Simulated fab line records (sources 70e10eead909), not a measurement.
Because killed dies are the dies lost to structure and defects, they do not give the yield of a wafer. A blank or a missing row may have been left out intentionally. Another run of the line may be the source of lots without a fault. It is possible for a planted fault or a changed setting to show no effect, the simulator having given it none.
fab line records	flow nand_harc
record: lots: 12	wafers: 36	last_day: 33
route steps=1302 shown A_M1@1186 THIN_TSV@1276 END@1302
lots untouched by any fault: they come from a run of this same line in which no faults occurred
start_h: the number of hours between the record's first day and the start of the first shown wafer of the lot	wait_h: hours elapsed since this lot's preceding step	" as in the row above	L1.1+2: a single row standing in for several wafers	- either no value or no given start	* or withheld: withheld	< > ~ a bound
route shown NAME@n: NAME is a module with steps in the file, n the number in the route of the first one	usual: mean/standard deviation of fault-free wafers	same: alike in all rows	chamber/n: place in a boat	sites: the reading at each site	_std_site: their standard deviation	_edge_site: mean of outer sites minus mean of inner sites	radius_mm: for every site, how far away it sits from the centre of the wafer	mask NAME#n: copy n	behind: the most recent tool/chamber to have shaped the wafer	hold: why the lot was held/for how many hours/how that ended	device: which transistor (n, p or np) failed to switch	end of line: at the end of the route, the tests of the same wafers	for a step that has no rows: nothing shown but its recipe	killed: the dies lost at the first sort to structure and to defects; this is not the yield of the wafer	map: per-die view of a wafer (x killed, . not killed, _ where there is no die)
set.NAME: setting as actually run; set.NAME@STEP: the setting as run at that earlier step	model.NAME: the simulator's own value behind a step, which no gauge read
the route's steps for a sample of lots (tables are steps, rows are wafers)
services: the hour from which a tool's chamber was out of use, counted from the record's first day as start_h (under 0 if before that day), plus the number of hours and why
== steps ==
step: NHARC_A_M1_STRIP_18
recipe: power_w: 1000	n2_flow_sccm: 150	h2_flow_sccm: 150	ar_flow_sccm: 0	bias_w: 0	chemistry: N2/H2
usual: drypump_motor_current_A: 5.82/0.21	oes_product_au: 1.002/0.013	rf_vpp_V: 90.7/0.88	showerhead_plenum_p_Torr: 2.03/0.096	throttle_valve_pct: 14.171/0.0098
lot.wafer	tool	chamber	start_h	wait_h	drypump_motor_current_A	oes_product_au	rf_hours_counter_h	rf_vpp_V	showerhead_plenum_p_Torr	throttle_valve_pct
L600.1	rie_diel-10	1	516.81	0.1	5.95	1.008	4.0	90.9	1.97	14.171
L600.3	"	2	"	"	5.69	0.996	4.0	89.7	1.98	14.157
L600.5	"	1	"	"	5.98	1.000	-	89.3	1.97	14.176
L601.3	rie_diel-10	2	536.52	0.1	5.75	0.988	4.7	89.6	1.98	14.161
L601.2	"	1	"	"	5.95	1.010	4.8	90.7	1.97	14.152
L601.4	"	0	"	"	5.95	1.001	-	91.1	2.18	14.176
L609.4	rie_diel-10	3	626.58	0.1	6.21	1.019	1.6	90.2	2.08	14.170
L609.3	"	2	"	"	5.77	1.008	1.6	89.9	1.98	14.167
L609.5	"	0	"	"	5.97	1.002	-	91.4	2.18	14.189
L611.1	rie_diel-10	0	630.52	0.1	5.97	0.991	1.6	92.1	2.18	14.176
L611.2	"	2	"	"	5.74	1.004	2.1	90.9	1.98	14.179
L611.6	"	2	"	"	5.76	1.008	-	91.1	1.98	14.163
L614.1	rie_diel-08	1	659.55	0.1	5.68	0.983	8.1	91.2	2.02	14.170
L614.2	"	3	"	"	5.91	0.977	7.8	90.6	2.04	14.157
L614.3	"	0	"	"	5.83	0.986	6.1	90.7	1.98	14.184
L616.1	rie_diel-06	3	680.33	0.1	5.56	1.005	0.1	92.5	2.18	14.169
L616.2	"	1	"	"	5.62	0.993	0.1	89.1	1.89	14.181
L616.5	"	3	"	"	5.57	1.010	-	91.8	2.18	14.180
L615.1	rie_diel-10	2	690.74	0.1	5.77	1.014	6.8	91.2	1.98	14.154
L615.4	"	0	"	"	5.95	0.992	6.0	91.9	2.18	14.173
L615.6	"	2	"	"	5.78	1.012	-	90.2	1.98	14.170
L618.1	rie_diel-10	3	705.13	0.1	6.19	1.006	7.3	90.6	2.08	14.183
L618.3	"	0	"	"	5.95	0.985	6.8	90.7	2.18	14.186
L618.6	"	2	"	"	5.73	0.991	-	91.2	1.98	14.186
L619.4	rie_diel-06	0	719.55	0.1	5.53	1.013	1.7	89.6	1.92	14.188
L619.3	"	3	"	"	5.58	1.003	1.6	92.0	2.18	14.172
L619.5	"	1	"	"	5.64	1.003	-	90.9	1.89	14.188
L620.1	rie_diel-06	2	721.28	0.2	5.87	0.986	1.7	89.5	1.98	14.166
L620.5	"	3	"	"	5.59	1.009	-	91.3	2.18	14.168
L620.6	"	0	"	"	5.54	1.002	-	92.1	1.92	14.167
L621.2	rie_diel-06	3	731.67	0.1	5.57	1.002	1.9	91.2	2.18	14.185
L621.1	"	0	"	"	5.55	0.996	2.1	89.0	1.92	14.175
L621.3	"	1	"	"	5.61	1.000	1.5	90.4	1.89	14.185
L622.3	rie_diel-10	1	744.09	0.1	5.94	1.025	6.7	90.7	1.97	14.162
L622.4	"	2	"	"	5.74	1.015	8.6	89.0	1.98	14.166
L622.6	"	3	"	"	6.23	1.009	-	90.2	2.08	14.166
step: NHARC_THIN_TSV_CMP_21
recipe: t_overpolish_s: 30	target_thk_nm: 2000
usual: edge_zone_pressure_frac: 1.001/0.0053	motor_current_A: 12.2/0.78	overpolish_run_s: 29.999/0.0094
lot.wafer	tool	chamber	start_h	wait_h	edge_zone_pressure_frac	motor_current_A	overpolish_run_s
L600.3	cmp-01	3	552.86	-	1.007	12.3	29.998
L600.1	"	1	"	"	0.992	11.0	30.015
L600.5	"	3	"	"	1.004	13.1	29.998
L601.3	cmp-03	2	561.67	-	1.007	11.7	30.005
L601.4	"	3	"	"	0.999	12.5	30.000
L601.2	"	1	"	"	0.996	13.0	30.008
L609.4	cmp-03	0	650.13	-	1.003	11.6	29.983
L609.3	"	2	"	"	0.998	13.2	30.012
L609.5	"	3	"	"	1.005	13.0	30.008
L611.1	cmp-03	1	659.30	-	1.006	12.9	30.001
L611.2	"	2	"	"	1.007	12.7	29.999
L611.6	"	0	"	"	0.997	12.0	30.007
L614.1	cmp-01	0	683.66	-	0.997	12.0	29.995
L614.2	"	2	"	"	0.998	12.5	29.997
L614.3	"	3	"	"	0.994	13.3	29.989
L616.1	cmp-03	1	707.36	-	0.990	13.1	29.986
L616.2	"	2	"	"	1.002	12.1	29.993
L616.5	"	3	"	"	0.993	12.8	30.007
L615.1	cmp-03	2	714.22	-	1.003	12.3	29.998
L615.4	"	0	"	"	0.994	12.2	29.993
L615.6	"	2	"	"	1.005	11.7	30.002
L618.3	cmp-01	3	727.80	-	0.995	12.3	29.995
L618.1	"	0	"	"	1.007	11.6	29.988
L618.6	"	3	"	"	0.996	12.3	30.009
L619.3	cmp-01	3	751.14	-	1.008	12.4	30.006
L619.4	"	1	"	"	1.000	11.5	29.982
L619.5	"	3	"	"	0.999	13.0	29.999
L620.1	cmp-02	2	753.15	-	0.995	11.3	29.993
L620.6	"	3	"	"	1.003	10.9	30.001
L620.5	"	0	"	"	1.008	13.8	29.997
L621.1	cmp-03	3	760.49	-	1.002	13.0	29.998
L621.3	"	0	"	"	0.998	12.1	29.997
L621.2	"	2	"	"	1.001	12.9	29.997
L622.4	cmp-01	1	768.76	-	0.996	11.0	29.990
L622.3	"	3	"	"	0.992	12.6	29.998
L622.6	"	1	"	"	0.999	11.3	29.992
step: NHARC_THIN_TSV_CD_MEAS_33
recipe: target_cd_nm: 5000	landing_energy_ev: 500
usual: cd_nm: 5001.1/2.3
lot.wafer	tool	chamber	start_h	wait_h	cd_nm
L600.1	cd_sem-01	0	554.43	-	5003.4
L600.3	"	0	"	"	5001.8
L600.5	"	0	"	"	4999.9
L601.2	cd_sem-02	0	563.27	-	4998.0
L601.3	"	0	"	"	5003.1
L601.4	"	0	"	"	5002.3
L609.3	cd_sem-03	0	651.59	-	4997.5
L609.4	"	0	"	"	5000.5
L609.5	"	0	"	"	4998.3
L611.1	cd_sem-02	0	660.84	-	5004.5
L611.2	"	0	"	"	4993.9
L611.6	"	0	"	"	5001.1
L614.1	cd_sem-02	0	685.26	-	5003.2
L614.2	"	0	"	"	5001.6
L614.3	"	0	"	"	5003.9
L616.1	cd_sem-03	0	708.90	-	5001.1
L616.2	"	0	"	"	5003.1
L616.5	"	0	"	"	5003.6
L615.1	cd_sem-02	0	715.70	-	4997.9
L615.4	"	0	"	"	5002.0
L615.6	"	0	"	"	5001.3
L618.1	cd_sem-01	0	729.37	-	5005.1
L618.3	"	0	"	"	5002.6
L618.6	"	0	"	"	5002.9
L619.3	cd_sem-02	0	752.72	-	5003.7
L619.4	"	0	"	"	4997.1
L619.5	"	0	"	"	5002.9
L620.1	cd_sem-01	0	754.66	-	5004.0
L620.5	"	0	"	"	4999.6
L620.6	"	0	"	"	5002.3
L621.1	cd_sem-02	0	762.68	-	5001.9
L621.2	"	0	"	"	4999.7
L621.3	"	0	"	"	5002.7
L622.3	cd_sem-01	0	770.40	-	5002.3
L622.4	"	0	"	"	4994.9
L622.6	"	0	"	"	4999.9
step: NHARC_THIN_TSV_DESCUM_35
recipe: time_s: 3	o2_flow_sccm: 200	ar_flow_sccm: 0	bias_power_w: 0	chemistry: O2
usual: drypump_motor_current_A: 5.6/0.44	oes_product_au: 0.999/0.015	rf_vpp_V: 57.6/0.88	showerhead_plenum_p_Torr: 1.87/0.075	throttle_valve_pct: 11.313/0.009
lot.wafer	tool	chamber	start_h	wait_h	drypump_motor_current_A	oes_product_au	rf_hours_counter_h	rf_vpp_V	showerhead_plenum_p_Torr	throttle_valve_pct
L600.1	rie_diel-05	0	554.59	-	5.5	0.989	7.8	56.9	1.82	11.303
L600.3	"	1	"	"	6.3	1.026	7.5	57.8	1.93	11.307
L600.5	"	1	"	"	6.4	1.018	-	58.1	1.93	11.304
L601.2	rie_diel-07	2	563.43	-	5.1	1.004	4.4	57.3	1.77	11.305
L601.3	"	3	"	"	5.1	0.985	4.3	57.0	1.81	11.313
L601.4	"	0	"	"	5.7	1.012	4.7	58.7	1.86	11.317
L609.3	rie_diel-05	3	651.75	-	5.3	1.007	4.6	57.2	1.89	11.306
L609.4	"	0	"	"	5.5	0.998	3.2	56.2	1.82	11.298
L609.5	"	0	"	"	5.5	0.993	-	57.2	1.82	11.323
L611.1	rie_diel-09	2	661.00	-	6.1	0.990	7.4	58.6	1.97	11.317
L611.2	"	3	"	"	6.1	1.020	7.5	57.3	1.98	11.299
L611.6	"	3	"	"	6.1	1.029	-	58.2	1.98	11.326
L614.3	rie_diel-05	0	685.42	-	5.5	0.975	6.8	58.4	1.82	11.323
L614.1	"	2	"	"	5.7	1.016	7.5	58.8	1.88	11.331
L614.2	"	3	"	"	5.3	1.000	8.0	57.1	1.89	11.314
L616.1	rie_diel-05	3	709.06	-	5.4	1.002	8.6	58.4	1.89	11.316
L616.2	"	0	"	"	5.5	0.978	7.9	56.6	1.82	11.300
L616.5	"	0	"	"	5.5	0.969	-	56.7	1.82	11.308
L615.4	rie_diel-07	2	715.86	-	5.1	0.998	4.4	57.7	1.77	11.316
L615.1	"	1	"	"	5.1	1.024	3.5	57.5	1.79	11.319
L615.6	"	3	"	"	5.0	0.985	-	57.5	1.81	11.323
L618.1	rie_diel-09	3	729.53	-	6.1	0.998	1.7	59.2	1.98	11.323
L618.3	"	1	"	"	5.8	0.992	1.7	55.6	1.98	11.325
L618.6	"	0	"	"	6.2	1.017	-	56.2	1.87	11.305
L619.3	rie_diel-09	3	752.87	-	6.1	1.005	2.8	59.0	1.98	11.321
L619.4	"	2	"	"	6.1	1.002	2.7	58.1	1.97	11.302
L619.5	"	3	"	"	6.1	1.006	-	56.3	1.98	11.324
L620.1	rie_diel-05	3	754.85	-	5.3	1.005	11.7	58.5	1.89	11.303
L620.5	"	2	"	"	5.7	1.010	-	57.4	1.88	11.309
L620.6	"	3	"	"	5.3	1.005	-	57.3	1.89	11.315
L621.2	rie_diel-09	0	762.84	-	6.2	1.008	3.3	57.8	1.87	11.321
L621.3	"	1	"	"	5.8	0.982	3.0	59.1	1.98	11.305
L621.1	"	2	"	"	6.1	1.003	3.1	57.4	1.97	11.318
L622.4	rie_diel-07	1	770.56	-	5.1	1.013	8.0	57.9	1.79	11.302
L622.3	"	2	"	"	5.1	0.989	8.6	55.9	1.77	11.314
L622.6	"	0	"	"	5.7	1.007	-	58.1	1.85	11.309
step: NHARC_END_SORT_01
recipe: temp_c: 25
usual: defect_limited_yield: 91/3	killed_at_array: 56/20	killed_at_other: 0.9/1.1	killed_at_periphery: 3.7/3	killed_dies: 61/21	killed_open: 2.9/1.6	killed_short: 2.6/1.4
same: gross_dies: 677
lot.wafer	tool	chamber	start_h	wait_h	defect_limited_yield[%]	killed_at_array	killed_at_other	killed_at_periphery	killed_dies	killed_open	killed_short
L600.1	prober-01	0	564.72	2.5	94	37	0	5	42	3	3
L600.3	prober-01	0	566.33	3.1	92	52	1	1	54	2	1
L600.5	prober-01	0	567.93	3.7	93	45	0	5	50	2	1
L601.2	prober-02	0	574.35	2.8	96	26	0	4	30	1	3
L601.3	prober-02	0	575.15	3.1	94	32	2	9	43	3	3
L601.4	prober-02	0	575.95	3.4	94	35	1	6	42	5	2
L609.3	prober-01	0	663.45	3.1	79	133	1	7	141	4	4
L609.4	prober-01	0	664.24	3.4	92	43	4	8	55	4	3
L609.5	prober-01	0	665.03	3.7	94	35	3	4	42	2	3
L611.1	prober-01	0	669.60	2.5	86	82	1	11	94	3	2
L611.2	prober-01	0	670.40	2.8	76	149	2	12	163	2	4
L611.6	prober-01	0	673.60	4.0	71	184	1	8	193	2	2
L614.1	prober-01	0	694.36	2.6	87	75	0	10	85	7	4
L614.2	prober-01	0	695.16	2.8	90	59	1	8	68	2	3
L614.3	prober-01	0	695.96	3.1	91	58	0	6	64	0	2
L616.1	prober-01	0	718.01	2.5	89	65	3	5	73	2	0
L616.2	prober-01	0	718.82	2.8	90	64	1	3	68	6	2
L616.5	prober-01	0	721.24	3.7	88	74	4	6	84	4	2
L615.1	prober-02	0	724.84	2.5	93	43	0	4	47	2	3
L615.4	prober-02	0	727.21	3.4	92	49	0	2	51	2	3
L615.6	prober-02	0	728.79	4.0	94	40	0	2	42	2	3
L618.1	prober-02	0	737.30	2.5	95	25	0	11	36	5	2
L618.3	prober-02	0	738.88	3.1	94	33	0	9	42	3	4
L618.6	prober-02	0	741.25	4.0	96	22	0	6	28	8	1
L619.3	prober-01	0	763.38	3.1	90	64	0	2	66	3	3
L619.4	prober-01	0	764.18	3.4	88	76	0	4	80	5	2
L619.5	prober-01	0	764.98	3.7	89	68	0	4	72	1	2
L620.1	prober-01	0	769.51	2.4	93	37	0	11	48	5	2
L620.5	prober-01	0	772.71	3.7	93	34	0	14	48	4	1
L620.6	prober-01	0	773.51	4.0	96	22	0	8	30	3	1
L621.1	prober-02	0	772.87	2.5	91	57	5	0	62	2	2
L621.2	prober-02	0	773.68	2.8	91	54	4	4	62	2	3
L621.3	prober-02	0	774.49	3.1	90	63	2	1	66	4	3
L622.3	prober-02	0	782.36	3.1	93	44	2	4	50	2	0
L622.4	prober-02	0	783.17	3.4	92	50	1	2	53	2	5
L622.6	prober-02	0	784.77	4.0	92	52	1	4	57	2	4
killed by level:class
L600.1 A_SLIT:chamber_film_flake=18 A_CHANNEL_HOLE_D2:chamber_film_flake=7 P_CONTACT:chamber_film_flake=3 A_STAIRCASE:chamber_film_flake=3 A_WL_FILL:geometric_particle:short=2 A_CONTACT:chamber_film_flake=2 A_ONON_D2:geometric_particle:open=1 A_ONON_D2:geometric_particle:short=1
L600.3 A_SLIT:chamber_film_flake=31 A_STAIRCASE:chamber_film_flake=8 A_CHANNEL_HOLE_D2:chamber_film_flake=5 A_WL_FILL:chamber_film_flake=2 A_M0:chamber_film_flake=2 A_WL_FILL:geometric_particle:short=1 A_WL_FILL:geometric_particle:open=1 P_CONTACT:chamber_film_flake=1
L600.5 A_SLIT:chamber_film_flake=26 A_STAIRCASE:chamber_film_flake=10 A_WL_FILL:chamber_film_flake=3 P_CONTACT:chamber_film_flake=2 A_M0:chamber_film_flake=2 P_STI:geometric_particle:short=1 P_STI:geometric_particle:open=1 P_M0:geometric_particle:open=1
L601.2 A_CHANNEL_HOLE_D2:chamber_film_flake=8 A_SGD_CUT:chamber_film_flake=4 A_STAIRCASE:chamber_film_flake=3 A_CONTACT:chamber_film_flake=3 A_ZERO_WELL:chamber_film_flake=2 A_CHANNEL_HOLE_D1:chamber_film_flake=2 P_CONTACT:geometric_particle:short=1 A_SOURCE_PLATE:geometric_particle:open=1
L601.3 A_STAIRCASE:chamber_film_flake=9 A_CHANNEL_HOLE_D2:chamber_film_flake=8 P_ZERO_WELL:chamber_film_flake=3 A_SGD_CUT:chamber_film_flake=3 P_M1:chamber_film_flake=2 P_BONDPAD:chamber_film_flake=2 A_CHANNEL_HOLE_D1:chamber_film_flake=2 A_CHANNEL_FILL_D1:chamber_film_flake=2
L601.4 A_CHANNEL_HOLE_D2:chamber_film_flake=10 A_STAIRCASE:chamber_film_flake=10 A_WL_FILL:chamber_film_flake=4 P_ZERO_WELL:chamber_film_flake=2 A_CHANNEL_HOLE_D1:chamber_film_flake=2 P_M0:geometric_particle:open=1 P_M1:geometric_particle:open=1 A_SOURCE_PLATE:geometric_particle:open=1
L609.3 A_M1:unspecified=99 A_CHANNEL_HOLE_D2:chamber_film_flake=19 P_M0:chamber_film_flake=4 A_CONTACT:chamber_film_flake=4 A_CHANNEL_HOLE_D1:chamber_film_flake=3 A_STAIRCASE:chamber_film_flake=3 P_CONTACT:geometric_particle:open=1 P_CONTACT:geometric_particle:short=1
L609.4 A_CHANNEL_HOLE_D2:chamber_film_flake=21 A_ZERO_WELL:chamber_film_flake=6 A_CHANNEL_HOLE_D1:chamber_film_flake=5 P_GATE:chamber_film_flake=3 P_M0:chamber_film_flake=3 A_CONTACT:chamber_film_flake=3 THIN_TSV:chamber_film_flake=3 A_BONDPAD:chamber_film_flake=2
L609.5 A_CHANNEL_HOLE_D2:chamber_film_flake=14 A_CHANNEL_HOLE_D1:chamber_film_flake=7 A_CONTACT:chamber_film_flake=4 P_M0:chamber_film_flake=3 THIN_TSV:chamber_film_flake=3 A_STAIRCASE:chamber_film_flake=2 A_WL_FILL:chamber_film_flake=2 P_GATE:geometric_particle:short=1
L611.1 A_CHANNEL_HOLE_D1:chamber_film_flake=31 A_SLIT:chamber_film_flake=28 A_CHANNEL_HOLE_D2:chamber_film_flake=10 P_STI:chamber_film_flake=4 P_GATE:chamber_film_flake=4 A_CHANNEL_FILL_D1:geometric_particle:short=2 P_M0:chamber_film_flake=2 A_DECK1_JOINT:chamber_film_flake=2
L611.2 A_M1:unspecified=99 A_SLIT:chamber_film_flake=17 A_CHANNEL_HOLE_D1:chamber_film_flake=16 A_CHANNEL_HOLE_D2:chamber_film_flake=7 P_GATE:chamber_film_flake=4 P_M0:chamber_film_flake=4 A_BONDPAD:chamber_film_flake=4 P_STI:chamber_film_flake=3
L611.6 A_M1:unspecified=97 A_CHANNEL_HOLE_D1:chamber_film_flake=36 A_SLIT:chamber_film_flake=31 A_CHANNEL_HOLE_D2:chamber_film_flake=10 P_M0:chamber_film_flake=5 A_CONTACT:chamber_film_flake=4 P_STI:chamber_film_flake=2 A_WL_FILL:chamber_film_flake=2
L614.1 A_SLIT:chamber_film_flake=33 A_CHANNEL_HOLE_D1:chamber_film_flake=27 P_GATE:chamber_film_flake=6 A_ONON_D2:geometric_particle:open=3 A_CHANNEL_HOLE_D2:chamber_film_flake=3 A_ONON_D2:geometric_particle:short=2 P_M0:geometric_particle:open=1 P_M2:geometric_particle:open=1
L614.2 A_SLIT:chamber_film_flake=27 A_CHANNEL_HOLE_D1:chamber_film_flake=17 A_CONTACT:chamber_film_flake=7 A_WL_FILL:chamber_film_flake=4 P_STI:chamber_film_flake=3 P_GATE:chamber_film_flake=3 A_ONON_D2:geometric_particle:short=2 P_GATE:geometric_particle:open=1
L614.3 A_SLIT:chamber_film_flake=26 A_CHANNEL_HOLE_D1:chamber_film_flake=19 A_CONTACT:chamber_film_flake=6 P_GATE:chamber_film_flake=4 A_WL_FILL:chamber_film_flake=2 A_DECK1_JOINT:geometric_particle:short=1 A_ONON_D2:geometric_particle:short=1 P_ZERO_WELL:chamber_film_flake=1
L616.1 A_SLIT:chamber_film_flake=31 A_CHANNEL_HOLE_D2:chamber_film_flake=14 A_CHANNEL_HOLE_D1:chamber_film_flake=6 A_STAIRCASE:chamber_film_flake=4 A_CONTACT:chamber_film_flake=4 THIN_TSV:chamber_film_flake=3 A_WL_FILL:chamber_film_flake=3 P_GATE:chamber_film_flake=2
L616.2 A_SLIT:chamber_film_flake=23 A_CHANNEL_HOLE_D2:chamber_film_flake=19 A_CHANNEL_HOLE_D1:chamber_film_flake=4 A_STAIRCASE:chamber_film_flake=4 A_CONTACT:chamber_film_flake=3 A_DECK1_JOINT:geometric_particle:open=2 P_M2:chamber_film_flake=2 A_M1:chamber_film_flake=2
L616.5 A_SLIT:chamber_film_flake=36 A_CHANNEL_HOLE_D2:chamber_film_flake=17 A_CHANNEL_HOLE_D1:chamber_film_flake=7 A_STAIRCASE:chamber_film_flake=6 THIN_TSV:chamber_film_flake=4 P_GATE:chamber_film_flake=2 A_WL_FILL:chamber_film_flake=2 P_STI:geometric_particle:open=1
L615.1 A_CHANNEL_HOLE_D1:chamber_film_flake=27 A_SLIT:chamber_film_flake=5 A_STAIRCASE:chamber_film_flake=3 P_STI:chamber_film_flake=2 P_GATE:chamber_film_flake=2 A_DECK1_JOINT:geometric_particle:open=1 A_DECK1_JOINT:geometric_particle:short=1 A_CHANNEL_FILL_D2:geometric_particle:short=1
L615.4 A_CHANNEL_HOLE_D1:chamber_film_flake=34 A_SLIT:chamber_film_flake=4 A_STAIRCASE:chamber_film_flake=3 A_WL_FILL:chamber_film_flake=2 A_ONON_D1:geometric_particle:open=1 A_CHANNEL_FILL_D1:geometric_particle:short=1 A_CHANNEL_FILL_D1:geometric_particle:open=1 A_DECK1_JOINT:geometric_particle:short=1
L615.6 A_CHANNEL_HOLE_D1:chamber_film_flake=21 A_STAIRCASE:chamber_film_flake=6 A_DECK1_JOINT:chamber_film_flake=2 A_CHANNEL_HOLE_D2:geometric_particle:short=1 A_DECK1_JOINT:geometric_particle:short=1 A_DECK1_JOINT:geometric_particle:open=1 A_CHANNEL_HOLE_D2:geometric_particle:open=1 A_CHANNEL_FILL_D2:geometric_particle:short=1
L618.1 A_CHANNEL_HOLE_D1:chamber_film_flake=14 A_SLIT:chamber_film_flake=5 P_M1:geometric_particle:open=3 P_M1:chamber_film_flake=3 P_GATE:chamber_film_flake=2 P_M0:geometric_particle:short=1 A_ONON_D1:geometric_particle:open=1 A_ONON_D1:geometric_particle:short=1
L618.3 A_CHANNEL_HOLE_D1:chamber_film_flake=14 A_SLIT:chamber_film_flake=7 P_GATE:chamber_film_flake=6 A_ONON_D1:geometric_particle:short=2 A_STAIRCASE:chamber_film_flake=2 A_CONTACT:chamber_film_flake=2 P_GATE:geometric_particle:open=1 A_CHANNEL_FILL_D1:geometric_particle:open=1
L618.6 A_CHANNEL_HOLE_D1:chamber_film_flake=8 P_GATE:chamber_film_flake=4 A_ONON_D1:geometric_particle:open=2 A_SLIT:chamber_film_flake=2 P_GATE:geometric_particle:open=1 A_CHANNEL_FILL_D1:geometric_particle:open=1 A_CHANNEL_FILL_D1:geometric_particle:short=1 A_DECK1_JOINT:geometric_particle:open=1
L619.3 A_SLIT:chamber_film_flake=23 A_CHANNEL_HOLE_D2:chamber_film_flake=22 A_CHANNEL_HOLE_D1:chamber_film_flake=10 P_GATE:chamber_film_flake=2 A_DECK1_JOINT:geometric_particle:short=1 A_ONON_D2:geometric_particle:short=1 A_CHANNEL_FILL_D2:geometric_particle:open=1 A_WL_FILL:geometric_particle:short=1
L619.4 A_SLIT:chamber_film_flake=31 A_CHANNEL_HOLE_D2:chamber_film_flake=26 A_CHANNEL_HOLE_D1:chamber_film_flake=11 A_WL_FILL:geometric_particle:open=2 P_GATE:chamber_film_flake=2 P_STI:geometric_particle:short=1 A_CHANNEL_FILL_D1:geometric_particle:open=1 A_ONON_D2:geometric_particle:open=1
L619.5 A_SLIT:chamber_film_flake=21 A_CHANNEL_HOLE_D2:chamber_film_flake=19 A_CHANNEL_HOLE_D1:chamber_film_flake=16 P_GATE:chamber_film_flake=3 A_STAIRCASE:chamber_film_flake=3 A_CHANNEL_FILL_D2:chamber_film_flake=2 A_CONTACT:chamber_film_flake=2 A_DECK1_JOINT:geometric_particle:open=1
L620.1 A_CHANNEL_HOLE_D1:chamber_film_flake=15 A_CONTACT:chamber_film_flake=9 P_M2:chamber_film_flake=5 P_CONTACT:chamber_film_flake=4 A_SLIT:chamber_film_flake=3 A_DECK1_JOINT:geometric_particle:open=2 A_WL_FILL:chamber_film_flake=2 P_GATE:chamber_film_flake=2
L620.5 A_CHANNEL_HOLE_D1:chamber_film_flake=14 A_SLIT:chamber_film_flake=10 P_CONTACT:chamber_film_flake=8 A_CONTACT:chamber_film_flake=4 P_GATE:chamber_film_flake=3 A_CHANNEL_HOLE_D1:geometric_particle:open=2 A_DECK1_JOINT:geometric_particle:short=1 A_CONTACT:geometric_particle:open=1
L621.1 A_SLIT:chamber_film_flake=33 A_CONTACT:chamber_film_flake=8 A_M1:chamber_film_flake=4 THIN_TSV:chamber_film_flake=4 A_CHANNEL_HOLE_D1:unspecified=3 A_CHANNEL_HOLE_D1:chamber_film_flake=2 A_STAIRCASE:chamber_film_flake=2 A_WL_FILL:chamber_film_flake=2
L620.6 A_CHANNEL_HOLE_D1:chamber_film_flake=7 A_CONTACT:chamber_film_flake=5 P_M2:chamber_film_flake=4 P_CONTACT:chamber_film_flake=3 A_SLIT:chamber_film_flake=3 A_CHANNEL_FILL_D2:chamber_film_flake=2 A_M0:geometric_particle:open=2 A_WL_FILL:chamber_film_flake=2
L621.2 A_SLIT:chamber_film_flake=33 A_CONTACT:chamber_film_flake=10 THIN_TSV:chamber_film_flake=4 A_CHANNEL_HOLE_D1:unspecified=3 P_CONTACT:geometric_particle:open=2 A_M1:chamber_film_flake=2 A_DECK1_JOINT:geometric_particle:short=1 A_ONON_D2:geometric_particle:short=1
L621.3 A_SLIT:chamber_film_flake=31 A_CONTACT:chamber_film_flake=14 A_M1:chamber_film_flake=5 A_CHANNEL_HOLE_D1:chamber_film_flake=2 A_WL_FILL:chamber_film_flake=2 THIN_TSV:chamber_film_flake=2 A_ONON_D1:geometric_particle:open=1 A_ONON_D1:geometric_particle:short=1
L622.3 A_CHANNEL_HOLE_D2:chamber_film_flake=30 A_SLIT:chamber_film_flake=8 P_GATE:chamber_film_flake=2 A_ZERO_WELL:chamber_film_flake=2 THIN_TSV:chamber_film_flake=2 P_M0:geometric_particle:open=1 A_M0:geometric_particle:open=1 P_ZERO_WELL:chamber_film_flake=1
L622.4 A_CHANNEL_HOLE_D2:chamber_film_flake=35 A_SLIT:chamber_film_flake=7 A_CHANNEL_FILL_D2:geometric_particle:short=2 P_CONTACT:geometric_particle:open=1 P_BONDPAD:geometric_particle:short=1 A_CHANNEL_FILL_D1:geometric_particle:open=1 A_WL_FILL:geometric_particle:short=1 A_M0:geometric_particle:short=1
L622.6 A_CHANNEL_HOLE_D2:chamber_film_flake=35 A_SLIT:chamber_film_flake=8 A_WL_FILL:geometric_particle:short=2 P_STI:chamber_film_flake=2 A_ZERO_WELL:chamber_film_flake=2 A_SGD_CUT:chamber_film_flake=2 P_CONTACT:geometric_particle:short=1 P_CONTACT:geometric_particle:open=1
== services ==
tool	chamber	start_h	hours	kind
cmp-03	-	498.03	3.9	repair
rie_diel-10	3	535.15	4.3	repair
cmp-01	-	539.96	1.3	repair
cmp-01	-	546.50	4.6	repair
cmp-03	-	554.00	4.0	pm
cmp-01	-	571.49	1.2	repair
rie_diel-10	3	571.54	5.5	repair
cmp-01	-	577.59	4.0	pm
rie_diel-05	-	584.60	9.0	pm
rie_diel-10	-	596.60	9.0	pm
cmp-01	-	600.01	1.0	repair
cmp-03	-	611.67	2.3	repair
rie_diel-10	1	627.23	7.4	repair
rie_diel-05	0	644.50	4.6	repair
cmp-03	-	652.00	4.0	pm
cmp-03	-	672.64	4.8	repair
cmp-01	-	675.59	4.0	pm
rie_diel-10	1	696.15	6.3	repair
cmp-01	-	718.17	0.3	repair
rie_diel-10	-	722.59	3.4	repair
cmp-03	-	750.00	4.0	pm
rie_diel-05	0	750.58	22.6	repair
rie_diel-05	2	756.96	1.3	repair
rie_diel-05	-	761.60	9.0	pm
== key ==
first_sign: step: NHARC_END_SORT_01	reading: defect_limited_yield	direction: down	sigmas: 5.1	usual: 91	struck: 76
effect: step: NHARC_END_SORT_01	reading: killed_dies	direction: up	sigmas: 5.1	usual: 61	struck: 166
more_kills_born_at: NHARC_A_M1_STRIP_18@rie_diel-10: 295
met_at NHARC_A_M1_STRIP_18
struck_lots L609,L611
struck_wafers L609.3,L611.2,L611.6
not_acting_at NHARC_THIN_TSV_CMP_21,NHARC_THIN_TSV_CD_MEAS_33,NHARC_THIN_TSV_DESCUM_35
onset_between 536.52 626.58
fault: kind: chamber_particle_source	tool: rie_diel-10	chamber: 2	onset_h: 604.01	steps: NHARC_A_M1_STRIP_18	rate_per_visit_cm2: 1.5368	end_h: 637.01
